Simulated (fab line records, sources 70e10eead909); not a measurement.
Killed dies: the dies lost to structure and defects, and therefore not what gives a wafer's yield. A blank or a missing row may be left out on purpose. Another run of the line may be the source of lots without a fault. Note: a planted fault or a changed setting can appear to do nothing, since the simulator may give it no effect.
Matching of chambers || flow nand-harc || NHARC_P_ZERO_WELL_DESCUM_26 on rie-diel-13: 4 sister chambers
The step chemistry O2, time 3 s. 16 wafers are shown with their chamber, then 8 later ones without.

## WAFERS PAIRED WITH THEIR CHAMBERS
{"wafer": "L075.2", "chamber": 3, "drypump-motor-current-A (A)": 5.8, "rf-vpp-V (V)": 59.2, "oes-product-au (a.u.)": 0.997}
{"wafer": "L075.5", "chamber": 1, "drypump-motor-current-A (A)": 5.6, "rf-vpp-V (V)": 58.3, "oes-product-au (a.u.)": 0.995}
{"wafer": "L075.6", "chamber": 2, "drypump-motor-current-A (A)": 5.9, "rf-vpp-V (V)": 57.7, "oes-product-au (a.u.)": 0.997}
{"wafer": "L079.2", "chamber": 2, "drypump-motor-current-A (A)": 6.0, "rf-vpp-V (V)": 56.9, "oes-product-au (a.u.)": 1.000}
{"wafer": "L079.3", "chamber": 0, "drypump-motor-current-A (A)": 6.3, "rf-vpp-V (V)": 56.3, "oes-product-au (a.u.)": 0.989}
{"wafer": "L079.4", "chamber": 1, "drypump-motor-current-A (A)": 5.6, "rf-vpp-V (V)": 57.4, "oes-product-au (a.u.)": 0.996}
{"wafer": "L082.2", "chamber": 3, "drypump-motor-current-A (A)": 5.8, "rf-vpp-V (V)": 58.6, "oes-product-au (a.u.)": 1.006}
{"wafer": "L082.3", "chamber": 1, "drypump-motor-current-A (A)": 5.6, "rf-vpp-V (V)": 58.3, "oes-product-au (a.u.)": 1.003}
{"wafer": "L082.5", "chamber": 1, "drypump-motor-current-A (A)": 5.6, "rf-vpp-V (V)": 56.8, "oes-product-au (a.u.)": 0.995}
{"wafer": "L086.3", "chamber": 1, "drypump-motor-current-A (A)": 5.6, "rf-vpp-V (V)": 59.0, "oes-product-au (a.u.)": 0.996}
{"wafer": "L086.5", "chamber": 2, "drypump-motor-current-A (A)": 6.0, "rf-vpp-V (V)": 57.4, "oes-product-au (a.u.)": 0.996}
{"wafer": "L086.6", "chamber": 1, "drypump-motor-current-A (A)": 5.6, "rf-vpp-V (V)": 58.8, "oes-product-au (a.u.)": 1.001}
{"wafer": "L087.2", "chamber": 2, "drypump-motor-current-A (A)": 5.9, "rf-vpp-V (V)": 56.5, "oes-product-au (a.u.)": 0.996}
{"wafer": "L087.3", "chamber": 0, "drypump-motor-current-A (A)": 6.2, "rf-vpp-V (V)": 58.4, "oes-product-au (a.u.)": 1.001}
{"wafer": "L087.5", "chamber": 3, "drypump-motor-current-A (A)": 5.8, "rf-vpp-V (V)": 59.5, "oes-product-au (a.u.)": 1.016}
{"wafer": "L092.1", "chamber": 1, "drypump-motor-current-A (A)": 5.6, "rf-vpp-V (V)": 58.2, "oes-product-au (a.u.)": 1.001}

SIGNATURES (means of the wafers above)
{"reading": "drypump-motor-current-A", "chamber 0": 6.250, "chamber 1": 5.600, "chamber 2": 5.950, "chamber 3": 5.800, "scatter within a chamber": 0.0354}
{"reading": "rf-vpp-V", "chamber 0": 57.350, "chamber 1": 58.114, "chamber 2": 57.125, "chamber 3": 59.100, "scatter within a chamber": 0.766}
{"reading": "oes-product-au", "chamber 0": 0.99500, "chamber 1": 0.99814, "chamber 2": 0.99725, "chamber 3": 1.00633, "scatter within a chamber": 0.00526}
Rule: distance of a wafer from a chamber = root of the sum over the readings of ((wafer's reading minus chamber's mean) / reading's scatter) squared. If the next closest chamber is less than 2 further off than the closest, the wafer can't be placed; otherwise it belongs to the closest. The scatter: the root of (the sum of the squares of (reading less its chamber's mean) over the shown wafers, divided by (wafers less chambers)).

## WAFERS WITH NO CHAMBER GIVEN
{"wafer": "L092.2", "drypump-motor-current-A (A)": 5.9, "rf-vpp-V (V)": 58.0, "oes-product-au (a.u.)": 1.004}
{"wafer": "L092.4", "drypump-motor-current-A (A)": 6.3, "rf-vpp-V (V)": 57.7, "oes-product-au (a.u.)": 1.006}
{"wafer": "L093.3", "drypump-motor-current-A (A)": 5.8, "rf-vpp-V (V)": 58.8, "oes-product-au (a.u.)": 1.002}
{"wafer": "L093.5", "drypump-motor-current-A (A)": 5.8, "rf-vpp-V (V)": 59.2, "oes-product-au (a.u.)": 1.001}
{"wafer": "L093.6", "drypump-motor-current-A (A)": 6.3, "rf-vpp-V (V)": 58.2, "oes-product-au (a.u.)": 1.002}
{"wafer": "L097.1", "drypump-motor-current-A (A)": 5.9, "rf-vpp-V (V)": 58.6, "oes-product-au (a.u.)": 1.006}
{"wafer": "L097.2", "drypump-motor-current-A (A)": 6.3, "rf-vpp-V (V)": 57.6, "oes-product-au (a.u.)": 1.016}
{"wafer": "L097.4", "drypump-motor-current-A (A)": 5.6, "rf-vpp-V (V)": 57.1, "oes-product-au (a.u.)": 1.009}

## WHICH CHAMBER EACH ONE RAN IN
{"wafer": "L092.2", "from the rows above": "can't be placed: 2 or 3", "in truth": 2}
{"wafer": "L092.4", "from the rows above": 0, "in truth": 0}
{"wafer": "L093.3", "from the rows above": 3, "in truth": 3}
{"wafer": "L093.5", "from the rows above": 3, "in truth": 3}
{"wafer": "L093.6", "from the rows above": 0, "in truth": 0}
{"wafer": "L097.1", "from the rows above": "can't be placed: 3 or 2", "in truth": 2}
{"wafer": "L097.2", "from the rows above": 0, "in truth": 0}
{"wafer": "L097.4", "from the rows above": 1, "in truth": 1}
Correctly placed: 6 of 8. From these rows, 2 cannot be placed; in 2 the true chamber is one of the candidates. Wrongly placed: 0.
